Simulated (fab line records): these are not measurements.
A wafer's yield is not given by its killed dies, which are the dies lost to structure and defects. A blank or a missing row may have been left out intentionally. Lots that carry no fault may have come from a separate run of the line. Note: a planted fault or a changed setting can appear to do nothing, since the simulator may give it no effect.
fab line records	flow nand-harc
[record] lots = 7	wafers = 21	last-day = 32
route steps=1302 shown A_SGD_CUT@918 A_SLIT@922
lots that met no fault: from a run of the same line without faults
start-h: hours from the record's first day to the start of the lot's first wafer shown	wait-h: hours since the lot's step before	" the same as in the row above	L1.1+2: several wafers, shown together as one row	- no value present, or no start provided	* or withheld: withheld	< > ~ a bound
route shown NAME@n: a module of which the file shows steps, and the number in the route of the first	usual: mean and standard deviation over wafers with no fault	same: alike in all rows	chamber/n: place in a boat	sites: per-site readings	_std_site: the values' standard deviation	_edge_site: inner sites' mean taken away from outer sites' mean	radius-mm: how far each site lies from the wafer's centre	mask NAME#n: copy n	behind: the last tool/chamber to shape the wafer	hold: why the lot was held/for how many hours/how that ended	device: whichever transistor did not switch (one of n, p or np)	end of line: at the end of the route, the tests of the same wafers	step lacking rows: just its recipe	killed: not the wafer's yield, but the dies lost to structure and defects at the first sort	map: dies across one wafer; x = killed, . = not, _ = none there
set.NAME: the setting as run; set.NAME@STEP: as run at that earlier step	model.NAME: the simulator's own value behind a step, which no gauge read
certain route steps with their lots: each step a table, each wafer a row
services: when a tool's chamber went out of use (start-h, in hours from the record's first day, below 0 if earlier), for how many hours, and the reason
[[steps]]
[step NHARC_A_SGD_CUT_ETCH_26]
[recipe] target-depth-a = 458	chemistry = dHF	material = SiO2
[step NHARC_A_SGD_CUT_ETCHBACK_24]
[recipe] target-depth-a = 500	over-etch-frac = 0.3	time-s = 92.857	ion-energy-ev = 120	ch3f-flow-sccm = 50	o2-flow-sccm = 30	ar-flow-sccm = 200	rf-w = 500	bias-w = 100	chemistry = CH3F/O2
[usual] drypump-motor-current-A = 5.7/0.33	oes-product-au = 0.97/0.035	rf-vpp-V = 243.8/1.9	showerhead-plenum-p-Torr = 2.43/0.12	throttle-valve-pct = 20.664/0.0079
lot.wafer	tool	chamber	start-h	wait-h	drypump-motor-current-A	oes-product-au	rf-hours-counter-h	rf-vpp-V	showerhead-plenum-p-Torr	throttle-valve-pct
L935.3	rie-diel-03	0	446.12	0.2	5.3	0.97	8	245.7	2.57	20.660
L935.4	"	1	"	"	5.5	0.96	8	241.9	2.41	20.649
L935.6	"	0	"	"	5.4	0.96	-	246.4	2.57	20.675
L936.3	rie-diel-07	2	463.28	0.2	6.3	0.98	12	244.1	2.36	20.656
L936.4	"	3	"	"	5.4	0.98	14	244.6	2.46	20.664
L936.1	"	0	"	"	5.7	1.00	15	241.9	2.30	20.671
L946.3	rie-diel-07	2	548.69	0.1	6.3	1.00	5	243.2	2.36	20.664
L946.4	"	2	"	"	6.3	0.99	-	242.1	2.36	20.667
L946.5	"	3	"	"	5.4	0.98	-	244.6	2.46	20.661
L944.4	rie-diel-03	2	548.69	0.1	6.2	0.92	6	244.2	2.46	20.660
L944.2	"	3	"	"	5.8	0.91	6	246.9	2.64	20.661
L944.6	"	3	"	"	5.8	0.91	-	246.3	2.64	20.662
L945.6	rie-diel-01	0	552.09	0.2	5.2	0.94	-	244.2	2.42	20.662
L945.5	"	2	"	"	5.8	0.95	-	245.0	2.47	20.669
L945.4	"	3	"	"	5.9	0.93	-	240.1	2.30	20.665
L952.2	rie-diel-07	1	636.12	0.1	5.6	1.00	10	243.1	2.27	20.661
L952.1	"	2	"	"	6.3	0.99	12	243.7	2.36	20.662
L952.3	"	0	"	"	5.7	1.00	10	241.2	2.30	20.656
L954.1	rie-diel-07	1	642.28	0.1	5.6	1.00	11	243.3	2.27	20.663
L954.3	"	2	"	"	6.3	1.00	12	242.3	2.36	20.661
L954.6	"	1	"	"	5.6	1.00	-	241.3	2.27	20.669
[step NHARC_A_SGD_CUT_STRIP_28]
[recipe] time-s = 20	o2-flow-sccm = 500	ar-flow-sccm = 0	bias-w = 0	chemistry = O2
[usual] drypump-motor-current-A = 5.7/0.33	oes-product-au = 0.997/0.013	rf-vpp-V = 57.6/0.9	showerhead-plenum-p-Torr = 3.49/0.15	throttle-valve-pct = 17.037/0.0085
lot.wafer	tool	chamber	start-h	wait-h	drypump-motor-current-A	oes-product-au	rf-hours-counter-h	rf-vpp-V	showerhead-plenum-p-Torr	throttle-valve-pct
L935.4	rie-diel-03	1	-	-	5.5	0.992	8	57.1	3.46	17.036
L935.3	"	2	"	"	6.2	0.981	7	57.7	3.53	17.038
L935.6	"	0	"	"	5.4	1.001	-	57.9	3.68	17.042
L936.3	rie-diel-07	0	-	-	5.7	0.993	15	56.5	3.31	17.037
L936.1	"	1	"	"	5.5	1.000	14	55.8	3.28	17.046
L936.4	"	2	"	"	6.3	0.990	13	57.9	3.39	17.037
L944.2	rie-diel-03	3	-	-	5.8	0.970	6	59.2	3.78	17.041
L944.4	"	2	"	"	6.3	1.002	6	57.5	3.53	17.037
L944.6	"	0	"	"	5.4	1.018	-	58.0	3.68	17.036
L946.3	rie-diel-07	0	548.86	0.2	5.6	0.987	5	55.4	3.31	17.029
L946.5	"	3	"	"	5.4	0.978	-	58.4	3.53	17.029
L946.4	"	0	"	"	5.6	0.991	-	57.1	3.31	17.041
L945.4	rie-diel-01	2	552.22	0.1	5.8	1.023	-	57.9	3.54	17.031
L945.6	"	3	"	"	5.9	1.001	-	56.4	3.31	17.027
L945.5	"	0	"	"	5.2	1.011	-	57.9	3.47	17.026
L952.3	rie-diel-07	3	-	-	5.4	0.991	12	56.7	3.53	17.028
L952.1	"	0	"	"	5.7	1.009	11	56.9	3.30	17.033
L952.2	"	2	"	"	6.3	1.007	12	57.6	3.39	17.020
L954.3	rie-diel-07	3	-	-	5.4	0.975	12	58.9	3.53	17.024
L954.1	"	1	"	"	5.6	1.002	11	57.3	3.27	17.051
L954.6	"	3	"	"	5.4	0.984	-	59.4	3.53	17.049
[step NHARC_A_SGD_CUT_INSPECT_25]
[usual] raw-defect-count = 363/110
lot.wafer	tool	chamber	start-h	wait-h	raw-defect-count
L935.3	defect-inspect-02	-	446.35	-	291
L935.4	"	-	"	"	278
L935.6	"	-	"	"	355
L936.1	defect-inspect-01	-	463.52	-	367
L936.3	"	-	"	"	482
L936.4	"	-	"	"	444
L944.2	defect-inspect-02	-	548.94	-	297
L944.4	"	-	"	"	314
L944.6	"	-	"	"	293
L946.3	defect-inspect-01	-	548.97	-	343
L946.4	"	-	"	"	236
L946.5	"	-	"	"	298
L945.4	defect-inspect-01	-	552.32	-	433
L945.5	"	-	"	"	586
L945.6	"	-	"	"	504
L952.1	defect-inspect-01	-	636.49	-	502
L952.2	"	-	"	"	358
L952.3	"	-	"	"	348
L954.1	defect-inspect-02	-	642.51	-	755
L954.3	"	-	"	"	456
L954.6	"	-	"	"	567
[step NHARC_A_SLIT_DEP_25]
[recipe] target-thk-a = 2000	temp-c = 400	pressure-torr = 6.5	rf-w = 900	teos-flow-sccm = 161.4	flow-sccm = 2650	target-thk-nm = 200	gas = O2	material = SiO2
[usual] heater-power-outer-w = 310/69	heater-power-w = 560/88	throttle-valve-pct = 15.9/0.48
lot.wafer	tool	chamber	start-h	wait-h	heater-power-outer-w	heater-power-w	throttle-valve-pct
L935.3	pecvd-04	1	446.49	0.1	190	391	16.6
L935.4	"	0	"	"	373	674	16.2
L935.6	"	1	"	"	200	410	16.7
L936.3	pecvd-02	0	463.58	0.1	353	631	16.3
L936.1	"	2	"	"	206	410	15.5
L936.4	"	2	"	"	219	414	15.6
L944.2	pecvd-04	2	549.10	0.2	423	688	16.5
L944.6	"	2	"	"	425	679	16.2
L944.4	"	0	"	"	412	728	15.9
L946.3	pecvd-02	2	549.23	0.3	226	450	15.5
L946.4	"	1	"	"	365	579	15.6
L946.5	"	0	"	"	300	553	16.2
L945.4	pecvd-04	1	552.50	0.2	296	532	16.4
L945.5	"	2	"	"	391	637	16.1
L945.6	"	0	"	"	397	700	15.7
L952.2	pecvd-03	2	636.55	0.1	369	653	16.0
L952.1	"	0	"	"	269	578	15.5
L952.3	"	1	"	"	375	618	15.9
L954.1	pecvd-02	2	642.63	0.1	223	416	15.7
L954.3	"	0	"	"	343	584	16.9
L954.6	"	2	"	"	231	438	15.5
[step NHARC_A_SLIT_DEP_00]
[recipe] target-thk-a = 62000	temp-c = 400	material = aC
[usual] throttle-valve-pct = 34.999/0.0095
lot.wafer	tool	chamber	start-h	wait-h	throttle-valve-pct
L935.3	acl-dep-01	0	448.02	-	34.993
L935.4	"	0	"	"	35.006
L935.6	"	0	449.92	-	34.983
L936.1	acl-dep-01	0	465.87	-	35.002
L936.3	"	0	467.12	-	34.996
L936.4	"	0	"	"	35.001
L944.2	acl-dep-02	0	550.06	-	35.004
L944.4	"	0	551.32	-	35.001
L944.6	"	0	552.58	-	34.997
L946.3	acl-dep-03	0	552.73	-	34.992
L946.4	"	0	"	"	35.026
L946.5	"	0	"	"	35.012
L945.4	acl-dep-03	0	557.17	-	35.004
L945.5	"	0	"	"	34.995
L945.6	"	0	"	"	35.000
L952.1	acl-dep-03	0	636.89	-	34.991
L952.2	"	0	"	"	34.992
L952.3	"	0	"	"	34.988
L954.1	acl-dep-03	0	644.27	1.6	35.010
L954.3	"	0	645.53	2.8	35.001
L954.6	"	0	647.42	4.5	35.005
[step NHARC_A_SLIT_DEP_23]
[recipe] target-thk-a = 1000	target-thk-nm = 100	temp-c = 400	pressure-torr = 3.5	flow-sccm = 200	rf-w = 350	material = SiON
[usual] heater-power-outer-w = 451/79	heater-power-w = 747/98
lot.wafer	tool	chamber	start-h	wait-h	heater-power-outer-w	heater-power-w
L935.3	pecvd-03	0	450.74	2.1	296	622
L935.6	"	1	"	"	464	744
L935.4	"	0	"	"	310	646
L936.3	pecvd-03	1	469.74	2.0	504	834
L936.1	"	2	"	"	428	726
L936.4	"	2	"	"	426	766
L944.2	pecvd-02	2	553.49	2.8	331	579
L944.4	"	2	"	"	346	583
L944.6	"	0	"	"	506	826
L946.3	pecvd-04	2	555.33	2.0	542	816
L946.5	"	1	"	"	445	719
L946.4	"	0	"	"	517	872
L945.6	pecvd-04	1	559.16	0.1	440	699
L945.4	"	2	"	"	572	875
L945.5	"	0	"	"	558	917
L952.2	pecvd-02	0	640.71	2.5	399	669
L952.1	"	2	"	"	311	544
L952.3	"	0	"	"	398	666
L954.1	pecvd-03	1	648.07	3.2	526	825
L954.3	"	2	"	"	493	798
L954.6	"	1	"	"	533	815
[step NHARC_A_SLIT_DEHYDRATE_01]
[recipe] temp-c = 150	time-s = 120
[step NHARC_A_SLIT_HMDS_02]
[recipe] time-s = 30
[step NHARC_A_SLIT_COAT_03]
[recipe] spin-rpm = 1500	resist-thk-nm = 90
[step NHARC_A_SLIT_SOFTBAKE_04]
[recipe] temp-c = 105	time-s = 55
[step NHARC_A_SLIT_EBR_05]
[step NHARC_A_SLIT_EXPOSE_06]
[recipe] na = 1.35	dose-mj = 60.82	mask-id = SLIT
[usual] exposure-dose-mJ-cm2 = 60.78/0.068	focus-offset-nm = 0.1/0.5	na = 1.35/0	stage-vel-mm-s = 499.97/0.26
lot.wafer	tool	chamber	start-h	wait-h	mask	exposure-dose-mJ-cm2	focus-offset-nm	na	stage-vel-mm-s
L935.3	arfi-scanner-02	0	451.23	-	SLIT#0	60.74	-0.9	1.35	499.71
L935.4	"	0	"	"	SLIT#0	60.73	0.2	1.35	499.77
L935.6	"	0	"	"	SLIT#0	60.70	-0.6	1.35	500.34
L936.1	arfi-scanner-03	0	470.29	-	SLIT#0	60.78	-0.6	1.35	499.63
L936.3	"	0	"	"	SLIT#0	60.94	0.2	1.35	499.38
L936.4	"	0	"	"	SLIT#0	60.83	-0.7	1.35	499.65
L944.2	arfi-scanner-01	-	553.87	-	SLIT#0	-	-	-	-
L944.4	"	-	"	"	SLIT#0	-	-	-	-
L944.6	"	-	"	"	SLIT#0	-	-	-	-
L946.3	arfi-scanner-02	-	555.85	-	SLIT#0	-	-	-	-
L946.4	"	-	"	"	SLIT#0	-	-	-	-
L946.5	"	-	"	"	SLIT#0	-	-	-	-
L945.4	arfi-scanner-03	-	559.66	-	SLIT#0	-	-	-	-
L945.5	"	-	"	"	SLIT#0	-	-	-	-
L945.6	"	-	"	"	SLIT#0	-	-	-	-
L952.1	arfi-scanner-03	0	641.33	-	SLIT#0	60.87	-0.3	1.35	500.07
L952.2	"	0	"	"	SLIT#0	60.94	0.1	1.35	500.13
L952.3	"	0	"	"	SLIT#0	60.81	0.5	1.35	500.15
L954.1	arfi-scanner-01	0	648.61	-	SLIT#0	60.78	0.0	1.35	500.34
L954.3	"	0	"	"	SLIT#0	60.76	0.3	1.35	499.87
L954.6	"	0	"	"	SLIT#0	60.77	0.3	1.35	499.99
[step NHARC_A_SLIT_PEB_07]
[recipe] peb-temp-c = 100	peb-time-s = 65
[[services]]
tool	chamber	start-h	hours	kind
arfi-scanner-01	-	424.50	4.0	pm
pecvd-03	-	430.47	0.7	repair
arfi-scanner-02	-	436.88	0.5	repair
arfi-scanner-03	-	440.17	2.2	repair
arfi-scanner-02	-	443.06	6.0	repair
pecvd-04	-	450.41	13.0	pm
rie-diel-03	-	458.30	9.0	pm
arfi-scanner-03	-	464.34	3.2	repair
rie-diel-07	-	471.20	9.0	pm
rie-diel-07	0	480.43	11.6	repair
arfi-scanner-02	-	484.00	4.0	pm
acl-dep-03	-	484.45	13.0	pm
pecvd-04	0	506.88	3.0	repair
rie-diel-01	1	521.36	36.9	repair
arfi-scanner-03	-	540.02	4.0	pm
rie-diel-07	1	545.73	19.5	repair
pecvd-03	-	547.24	13.0	pm
arfi-scanner-03	-	553.79	0.4	repair
pecvd-02	-	589.13	13.0	pm
rie-diel-07	2	604.28	2.5	repair
pecvd-04	-	631.70	13.0	pm
pecvd-02	1	635.27	8.1	repair
rie-diel-03	-	635.30	9.0	pm
rie-diel-07	-	648.20	9.0	pm
[[key]]
[first-sign] step = NHARC_A_SLIT_EXPOSE_06	reading = tool-record	direction = missing
effect none on later readings
met-at NHARC_A_SLIT_EXPOSE_06
struck-wafers L944.2,L944.4,L944.6,L945.4,L945.5,L945.6,L946.3,L946.4,L946.5
later-rows-left-out L944.2,L944.4,L944.6,L945.4,L945.5,L945.6,L946.3,L946.4,L946.5
sort-left-out L944.2,L944.4,L944.6,L945.4,L945.5,L945.6,L946.3,L946.4,L946.5
tester-left-out L944,L945,L946
onset-between 470.29 553.87
[fault] kind = skipped-step-whole	tool = arfi-scanner-01,arfi-scanner-02,arfi-scanner-03	chamber = -	onset-h = 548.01	steps = NHARC_A_SLIT_EXPOSE_06	scope = struck-lots-only
// tester-left-out: of these lots the tester's yield and bins aren't shown, on N5 and GAA mostly nor the transistor test; their killed dies are dies lost to structure and defects alone, not to doping, threshold or leakage, so they don't give the yield
// sort-left-out: the simulated sort isn't trusted on such a fault, so these wafers' sort isn't shown, and their yield isn't known
// later-rows-left-out: the simulator's readings of these wafers behind a module that went badly wrong aren't trusted and aren't shown, but for the sort
